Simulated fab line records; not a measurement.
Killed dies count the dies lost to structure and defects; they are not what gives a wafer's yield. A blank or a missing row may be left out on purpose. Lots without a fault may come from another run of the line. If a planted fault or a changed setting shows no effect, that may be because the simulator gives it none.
Which tool was responsible? | flow nand harc | 14 lots with 42 wafers sampled at 6 steps, on a route of 1302 steps

## WHAT THE GAUGES SHOWED, per wafer
NHARC_A_SOURCE_PLATE_THK_MEAS_09: measures by ellipsometry. Usual: thk nm at 9.6 nm, with a standard deviation of 0.98.
lot  | measured     | on            | thk nm (nm)    | flag
L678 | day 6 20:28  | film metro-01 | 8.9 10.7 8.7   |
L679 | day 7 20:12  | film metro-02 | 9.5 7.8 8.8    |
L683 | day 9 09:17  | film metro-01 | 10.2 9.8 8.8   |
L684 | day 9 09:17  | film metro-02 | 10.0 10.0 10.3 |
L685 | day 10 00:46 | film metro-02 | 8.5 10.6 9.8   |
L687 | day 11 02:33 | film metro-01 | 10.7 9.7 11.8  |
L690 | day 11 22:41 | film metro-01 | 7.5 9.2 9.1    |
L691 | day 12 13:20 | film metro-01 | 8.6 10.0 8.9   |
L692 | day 13 11:05 | film metro-01 | 10.9 8.2 11.5  |
L693 | day 13 11:05 | film metro-02 | 8.9 9.7 9.0    |
L696 | day 14 15:22 | film metro-02 | 8.9 8.6 9.3    |
L698 | day 15 07:44 | film metro-02 | 7.6 7.9 9.9    |
L699 | day 15 15:47 | film metro-01 | 10.6 10.3 8.4  |
L701 | day 16 21:42 | film metro-01 | 11.3 9.7 9.7   |

NHARC_A_ONON_D1_THK_MEAS_02: measures by ellipsometry. Usual: thk nm at 997 nm, with a standard deviation of 12.
lot  | measured     | on            | thk nm (nm)    | flag
L678 | day 7 09:41  | film metro-02 | 1009 1007 1007 |
L679 | day 8 10:08  | film metro-02 | 992 993 993    |
L683 | day 9 22:29  | film metro-02 | 1006 1008 1007 |
L684 | day 9 22:31  | film metro-01 | 973 974 974    |
L685 | day 10 14:32 | film metro-01 | 999 999 998    |
L687 | day 11 16:12 | film metro-02 | 995 995 996    |
L690 | day 12 10:28 | film metro-02 | 1006 1004 1005 |
L691 | day 13 02:57 | film metro-01 | 995 996 995    |
L692 | day 14 02:37 | film metro-02 | 980 981 980    |
L693 | day 14 02:39 | film metro-01 | 1020 1018 1019 |
L696 | day 15 04:49 | film metro-01 | 990 990 990    |
L698 | day 15 21:49 | film metro-02 | 989 988 989    |
L699 | day 16 06:13 | film metro-01 | 987 985 987    |
L701 | day 17 10:53 | film metro-02 | 1000 1002 1004 |

NHARC_A_ONON_D1_THK_MEAS_05: measures by ellipsometry. Usual: thk nm at 1000 nm, with a standard deviation of 9.7.
lot  | measured     | on            | thk nm (nm)    | flag
L678 | day 7 10:15  | film metro-02 | 974 973 973    |
L679 | day 8 10:43  | film metro-02 | 1002 1003 1001 |
L683 | day 9 23:03  | film metro-01 | 990 988 989    |
L684 | day 9 23:04  | film metro-02 | 1003 1002 1002 |
L685 | day 10 15:05 | film metro-01 | 994 993 994    |
L687 | day 11 16:46 | film metro-02 | 1001 999 997   |
L690 | day 12 11:07 | film metro-01 | 994 992 992    |
L691 | day 13 03:31 | film metro-01 | 1004 1004 1005 |
L692 | day 14 03:11 | film metro-01 | 992 990 991    |
L693 | day 14 03:14 | film metro-02 | 994 995 995    |
L696 | day 15 05:24 | film metro-01 | 995 996 994    |
L698 | day 15 22:23 | film metro-01 | 1007 1007 1007 |
L699 | day 16 06:47 | film metro-02 | 1012 1015 1011 |
L701 | day 17 11:26 | film metro-01 | 1006 1008 1009 |

NHARC_A_ONON_D1_THK_MEAS_08: measures by ellipsometry. Usual: thk nm at 1001 nm, with a standard deviation of 11.
lot  | measured     | on            | thk nm (nm)    | flag
L678 | day 7 10:49  | film metro-01 | 975 974 974    |
L679 | day 8 11:17  | film metro-01 | 1002 1001 1001 |
L683 | day 9 23:37  | film metro-01 | 1017 336 335   | OFF
L684 | day 9 23:38  | film metro-02 | 988 989 990    |
L685 | day 10 15:40 | film metro-02 | 1003 1001 319  | OFF
L687 | day 11 17:20 | film metro-01 | 991 993 993    |
L690 | day 12 11:40 | film metro-02 | 1006 1004 1003 |
L691 | day 13 04:05 | film metro-01 | 1001 1001 1002 |
L692 | day 14 03:45 | film metro-02 | 1007 1007 1006 |
L693 | day 14 03:48 | film metro-01 | 1003 1001 1002 |
L696 | day 15 05:58 | film metro-01 | 994 993 995    |
L698 | day 15 22:57 | film metro-01 | 1012 1011 1012 |
L699 | day 16 07:22 | film metro-02 | 988 987 988    |
L701 | day 17 12:01 | film metro-01 | 1026 1027 1028 |

NHARC_END_SORT_01. Usual: killed at array 64, standard deviation 20; killed at other 0.7, standard deviation 1.1; killed at periphery 3.6, standard deviation 2.7; killed dies 68, standard deviation 20; killed open 2.8, standard deviation 1.9; killed short 2.3, standard deviation 1.5.
lot  | measured     | on        | killed at array | killed at other | killed at periphery | killed dies | killed open | killed short | flag
L683 | day 27 23:04 | prober-01 | 53 674 670      | 3 2 3           | 6 1 4               | 62 677 677  | 3 7 4       | 3 4 2        | OFF
L685 | day 27 22:22 | prober-02 | 86 88 675       | 5 0 1           | 3 2 1               | 94 90 677   | 2 2 1       | 3 0 1        | OFF

## EACH LOT AND THE TOOL THAT RAN IT (in order: tool; ch and the chambers of the sampled wafers; start)
lot  | NHARC_A_ONON_D1_DEP_06
L678 | pecvd onon-01 ch 0, day 7 10:18
L679 | pecvd onon-04 ch 0, day 8 10:50
L683 | pecvd onon-01 ch 0, day 9 23:13
L684 | pecvd onon-04 ch 0, day 9 23:08
L685 | pecvd onon-01 ch 0, day 10 15:13
L687 | pecvd onon-04 ch 0, day 11 16:49
L690 | pecvd onon-04 ch 0, day 12 11:10
L691 | pecvd onon-04 ch 0, day 13 03:34
L692 | pecvd onon-02 ch 0, day 14 03:14
L693 | pecvd onon-01 ch 0, day 14 03:24
L696 | pecvd onon-01 ch 0, day 15 05:38
L698 | pecvd onon-01 ch 0, day 15 22:26
L699 | pecvd onon-01 ch 0, day 16 06:51
L701 | pecvd onon-04 ch 0, day 17 11:30
- NHARC_A_ONON_D1_DEP_06: target thk 1000 nm.

## WHAT THE TOOLS THEMSELVES READ (means of the sampled wafers that have a number; where no wafer has one, the mark that the record gives instead)
The record holds no such reading with a usual standard deviation.

## THE ANSWER, worked out from the rows above alone
Rule: lot off if the mean of its wafers having a number is beyond 3 standard deviations from the usual mean. Also off: a lot with no number at a reading for which 4 or more lots have one. All remaining lots with rows at the step are treated as sound. After the gauges, taken in route order, come the tools' own readings; for these a lot's mean is taken, as printed above. At the first step where some lot is off, the reading lying furthest off is the one used; lots without a number count as furthest.
Off: L683, L685, at NHARC_A_ONON_D1_THK_MEAS_08 (thk nm).
A tool fits if, at a process step before that reading, it ran every lot that is off, and no sound lot after the first of them. Not tried: the gauges at NHARC_A_ONON_D1_THK_MEAS_08; whatever is off there is also off at NHARC_END_SORT_01, on other tools, and gauge error can't account for it. Of those tried, none fits.

## WHAT THE SIMULATOR HAD PUT IN
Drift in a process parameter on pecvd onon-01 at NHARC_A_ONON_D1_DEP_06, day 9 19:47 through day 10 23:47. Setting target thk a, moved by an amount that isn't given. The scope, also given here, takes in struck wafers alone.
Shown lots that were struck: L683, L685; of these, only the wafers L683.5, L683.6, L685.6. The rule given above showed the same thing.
